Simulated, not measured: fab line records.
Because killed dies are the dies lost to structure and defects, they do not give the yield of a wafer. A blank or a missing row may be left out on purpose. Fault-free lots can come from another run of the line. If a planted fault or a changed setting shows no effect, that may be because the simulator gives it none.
Which tool is to blame? :: flow n5 finfet :: 30 wafers sampled from 10 lots at 1 step of a route of 1938

== WHAT THE GAUGES READ, wafer by wafer ==
N5_BEOL_M4_THK_MEAS_53: measures by xrf. Usual: M4_THK 40.3 nm, standard deviation 1.5.
lot: L102
measured: day 9 16:40
on: film metro-02
M4_THK (nm): 40.3 41.2 42.0
flag: 

lot: L103
measured: day 9 18:49
on: film metro-01
M4_THK (nm): 37.4 39.5 40.4
flag: 

lot: L104
measured: day 10 01:01
on: film metro-02
M4_THK (nm): 40.3 41.2 41.5
flag: 

lot: L105
measured: day 10 12:51
on: film metro-01
M4_THK (nm): 40.2 42.5 41.4
flag: 

lot: L106
measured: day 10 15:47
on: film metro-01
M4_THK (nm): 43.4 40.8 39.3
flag: 

lot: L109
measured: day 11 04:33
on: film metro-01
M4_THK (nm): 40.2 42.9 40.1
flag: 

lot: L111
measured: day 12 09:17
on: film metro-01
M4_THK (nm): 37.1 41.6 40.2
flag: 

lot: L122
measured: day 14 09:19
on: film metro-01
M4_THK (nm): 39.3 39.0 40.6
flag: 

lot: L123
measured: day 14 12:44
on: film metro-02
M4_THK (nm): 40.8 41.1 41.8
flag: 

lot: L124
measured: day 15 06:31
on: film metro-02
M4_THK (nm): 41.3 40.0 40.8
flag: 

== WHICH TOOL RAN EACH LOT (tool, then ch and the chambers of the sampled wafers, then the start) ==
The record holds no process step before these readings.

== AS READ BY THE TOOLS THEMSELVES (means over the sampled wafers that have a number; for cases with no such wafer, the mark the record gives instead) ==
The record holds no such reading with a usual standard deviation.

== THE ANSWER, worked out from the rows above alone ==
Rule: take the mean of a lot's wafers that have a number; if it is more than 3 standard deviations from the usual mean, the lot is off. Also off: a lot with no number at a reading for which 4 or more lots have one. Where the step has rows for the other lots, those lots are counted as sound. After the gauges, taken in route order, come the tools' own readings; for these a lot's mean is taken, as printed above. The first step at which some lot is off is used, and at that step the reading that is off furthest; a lot without a number counts as furthest.
No lot is off at any reading shown: from this, nothing can be told.

== WHAT WAS PUT IN BY THE SIMULATOR ==
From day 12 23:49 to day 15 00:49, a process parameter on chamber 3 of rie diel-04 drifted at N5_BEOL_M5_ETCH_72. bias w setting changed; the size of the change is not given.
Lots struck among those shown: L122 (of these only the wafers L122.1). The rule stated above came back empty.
